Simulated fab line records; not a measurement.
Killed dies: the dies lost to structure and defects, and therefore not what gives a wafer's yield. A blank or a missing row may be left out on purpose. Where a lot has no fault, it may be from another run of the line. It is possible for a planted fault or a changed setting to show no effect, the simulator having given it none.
Which tool is to blame? | flow n5Finfet | 31 wafers from 11 lots sampled at 3 of the route's 1938 steps

== WHAT THE GAUGES READ, wafer by wafer ==
N5_BEOL_M4_RC_MEAS_101.
lot  | measured     | on        | REXT_N (ohm.um)
L993 | day 8 00:23  | prober-02 | 72.3 73.7 73.0
L994 | day 7 19:20  | prober-01 | 75.6 76.3 77.5
L995 | day 8 15:20  | prober-01 | 74.9 79.4 75.7
L996 | day 8 17:16  | prober-01 | 76.9 77.0 77.6
L998 | day 9 04:13  | prober-01 | 75.3 74.4
L999 | day 9 01:01  | prober-01 | 75.5 76.9
L101 | day 10 03:54 | prober-01 | 75.7 74.6 75.0
L104 | day 10 11:45 | prober-01 | 77.7 77.4 77.7
L109 | day 12 09:42 | prober-01 | 97.0 95.7 94.3
L110 | day 12 11:52 | prober-01 | 98.7 96.5 97.4
L113 | day 13 05:11 | prober-02 | 75.4 74.0 73.9

== TOOL THAT RAN EACH LOT (tool first, then ch and the chambers of the sampled wafers, then the start) ==
lot  | N5_SD_EPI_N_VAPOR_ETCH_50     | N5_BEOL_M4_ANNEAL_51
L993 | epiRpcvd-01 ch 0, day 3 01:18 | rtpAnneal-02 ch 0, day 7 23:22
L994 | epiRpcvd-01 ch 0, day 3 06:38 | rtpAnneal-01 ch 0, day 7 18:19
L995 | epiRpcvd-03 ch 0, day 3 14:30 | rtpAnneal-02 ch 0, day 8 14:13
L996 | epiRpcvd-03 ch 0, day 3 20:24 | rtpAnneal-01 ch 0, day 8 16:20
L998 | epiRpcvd-02 ch 0, day 4 08:24 | rtpAnneal-01 ch 0, day 9 02:58
L999 | epiRpcvd-02 ch 0, day 4 14:02 | rtpAnneal-01 ch 0, day 9 00:00
L101 | epiRpcvd-02 ch 0, day 5 07:15 | rtpAnneal-01 ch 0, day 10 02:41
L104 | epiRpcvd-01 ch 0, day 5 22:07 | rtpAnneal-02 ch 0, day 10 10:44
L109 | epiRpcvd-02 ch 0, day 7 03:23 | rtpAnneal-01 ch 0, day 12 08:40
L110 | epiRpcvd-02 ch 0, day 7 08:38 | rtpAnneal-01 ch 0, day 12 10:24
L113 | epiRpcvd-01 ch 0, day 8 01:57 | rtpAnneal-01 ch 0, day 13 04:17
- N5_SD_EPI_N_VAPOR_ETCH_50: etches Si in HCl, time 54 s.
- N5_BEOL_M4_ANNEAL_51: time 90 s.

== THE ANSWER, worked out from the rows above alone ==
Rule: what is usual is taken from the lots themselves. Put in order of their means at a reading, lots are off if they are a third of the lots or fewer, leave a main group of 4 or more, and stand apart from it by a gap of 3 or more times the standard deviation of the main group's means; of several such gaps the widest counts. Not used: any main group whose means are identical at the precision the tables above print for the reading. A lot without any number at a reading at which 4 lots or more have one is off too. Any other lot the step has rows for is counted as sound.
Off: at N5_BEOL_M4_RC_MEAS_101 (REXT_N), L109, L110. The main group: mean 75.7 ohm.um, standard deviation 1.4.
A tool fits if, at a process step before that reading, it ran every lot that is off, and no sound lot after the first of them. Those tools and the gauges at N5_BEOL_M4_RC_MEAS_101 are tried in the same way. Undecided on this evidence; 2 tools fit (epiRpcvd-02 at N5_SD_EPI_N_VAPOR_ETCH_50, prober-01 at N5_BEOL_M4_RC_MEAS_101).

== WHAT HAD BEEN PUT IN BY THE SIMULATOR ==
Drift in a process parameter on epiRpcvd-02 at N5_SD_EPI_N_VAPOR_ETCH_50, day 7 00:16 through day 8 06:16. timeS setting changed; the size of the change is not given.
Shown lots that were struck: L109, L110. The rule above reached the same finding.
